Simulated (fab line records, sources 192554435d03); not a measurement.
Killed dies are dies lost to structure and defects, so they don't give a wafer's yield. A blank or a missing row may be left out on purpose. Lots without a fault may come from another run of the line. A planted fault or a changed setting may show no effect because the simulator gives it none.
Which tool did it? | flow n5_finfet | 11 lots, 33 wafers sampled, at 3 steps of a route of 1938

WHAT THE GAUGES READ, wafer by wafer
N5_BEOL_M6_RS_MEAS_57: measures by four-point-probe.
lot  | measured     | on            | M6_RS (ohm/sq)
L799 | day 8 18:40  | film_metro-02 | 0.275 0.286 0.278
L798 | day 8 20:50  | film_metro-02 | 0.291 0.289 0.296
L801 | day 9 14:47  | film_metro-01 | 0.270 0.283 0.282
L806 | day 10 18:55 | film_metro-02 | 0.295 0.300 0.294
L809 | day 11 07:34 | film_metro-01 | 0.287 0.285 0.279
L811 | day 12 06:28 | film_metro-01 | 0.269 0.274 0.269
L817 | day 13 11:52 | film_metro-02 | 0.275 0.278 0.274
L815 | day 13 15:51 | film_metro-02 | 0.285 0.277 0.273
L818 | day 14 18:26 | film_metro-01 | 0.285 0.293 0.289
L821 | day 15 01:25 | film_metro-02 | 0.291 0.305 0.295
L820 | day 15 06:24 | film_metro-01 | 0.301 0.298 0.299

WHICH TOOL RAN EACH LOT (tool, then ch and the chambers of the sampled wafers, then the start)
lot  | N5_BEOL_M6_ETCH_41                            | N5_BEOL_M6_PRE_CLEAN_45
L799 | rie_diel-04 ch 2,3, day 8 16:35 or earlier    | pvd_sputter-01, day 8 16:35
L798 | rie_diel-02 ch 0,3, day 8 18:02 or earlier    | pvd_sputter-01, day 8 18:02
L801 | rie_diel-04 ch 1,2,3, day 9 12:44 or earlier  | pvd_sputter-03, day 9 12:44
L806 | rie_diel-02 ch 0,1,2, day 10 17:10 or earlier | pvd_sputter-01, day 10 17:10
L809 | rie_diel-04 ch 1,2, day 11 06:01 or earlier   | pvd_sputter-02, day 11 06:01
L811 | rie_diel-04 ch 1,2, day 12 04:15 or earlier   | pvd_sputter-02, day 12 04:15
L817 | rie_diel-04 ch 0,2, day 13 10:01 or earlier   | pvd_sputter-01, day 13 10:01
L815 | rie_diel-04 ch 1,2,3, day 13 14:17 or earlier | pvd_sputter-01, day 13 14:17
L818 | rie_diel-02 ch 1,2, day 14 16:34 or earlier   | pvd_sputter-03, day 14 16:34
L821 | rie_diel-02 ch 2,3, day 14 23:09 or earlier   | pvd_sputter-01, day 14 23:09
L820 | rie_diel-02 ch 1,2, day 15 04:50 or earlier   | pvd_sputter-03, day 15 04:50
- N5_BEOL_M6_ETCH_41: etches SiCN in CH3F/O2, target depth 29.7 nm, time 52 s.
- N5_BEOL_M6_PRE_CLEAN_45: time 30 s.

THE ANSWER, worked out from the rows above alone
Rule: what is usual is taken from the lots themselves. Put in order of their means at a reading, lots are off if they are a third of the lots or fewer, leave a main group of 4 or more, and stand apart from it by a gap of 3 or more times the standard deviation of the main group's means; of several such gaps the widest counts. A main group whose means are all the same, to the digits that the tables above print for the reading, isn't used. A lot without any number at a reading at which 4 lots or more have one is off too. The other lots that the step has rows for count as sound.
No lot is off at any reading shown: from this, nothing can be told.

WHAT THE SIMULATOR HAD PUT IN
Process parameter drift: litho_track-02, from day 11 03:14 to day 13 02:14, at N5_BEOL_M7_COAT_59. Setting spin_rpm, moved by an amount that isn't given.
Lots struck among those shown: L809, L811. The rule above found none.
